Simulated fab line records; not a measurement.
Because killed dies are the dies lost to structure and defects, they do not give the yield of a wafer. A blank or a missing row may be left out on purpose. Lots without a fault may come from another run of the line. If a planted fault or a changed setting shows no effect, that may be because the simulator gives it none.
Matching of chambers    flow n5Finfet    4 sister chambers for N5_GATE_CUT_SAC_CAP_01 on aldSin-01
The step material SiNx, target thk 24 nm, pulse time 1 s, ald cycles 480. 4 wafers are shown with their chamber, then 9 later ones without.

== EACH WAFER AND ITS CHAMBER ==
wafer   chamber  heaterPowerOuterW (W)
L091.4  2        550
L092.1  1        619
L092.3  0        510
L092.6  3        497

== WAFERS WHOSE CHAMBER IS MISSING ==
wafer   heaterPowerOuterW (W)
L094.2  512
L094.3  601
L094.6  548
L096.1  607
L096.2  484
L096.4  507
L097.3  502
L097.5  555
L097.6  485

== CHAMBER TAKEN BY EACH ==
wafer   from the rows above      in truth
L094.2  can't be placed: 0 or 3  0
L094.3  1                        1
L094.6  2                        2
L096.1  1                        1
L096.2  can't be placed: 3 or 0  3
L096.4  can't be placed: 0 or 3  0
L097.3  can't be placed: 3 or 0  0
L097.5  2                        2
L097.6  can't be placed: 3 or 0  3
4 of 9 placed correctly. From these rows, 5 cannot be placed; in 5 the true chamber is one of the candidates. Number placed wrongly: 0.
How it was worked out, from the rows above alone: a wafer's distance from a chamber is the root of the sum, over the readings, of the square of ((its reading less the chamber's mean) divided by the reading's scatter). If the next closest chamber is less than 2 further off than the closest, the wafer can't be placed; otherwise it belongs to the closest. For every chamber, the mean is computed from those of its wafers that are shown. The scatter (one wafer shown for each chamber): square how far every hidden wafer sits from the nearest shown wafer, average those squares and take the square root.
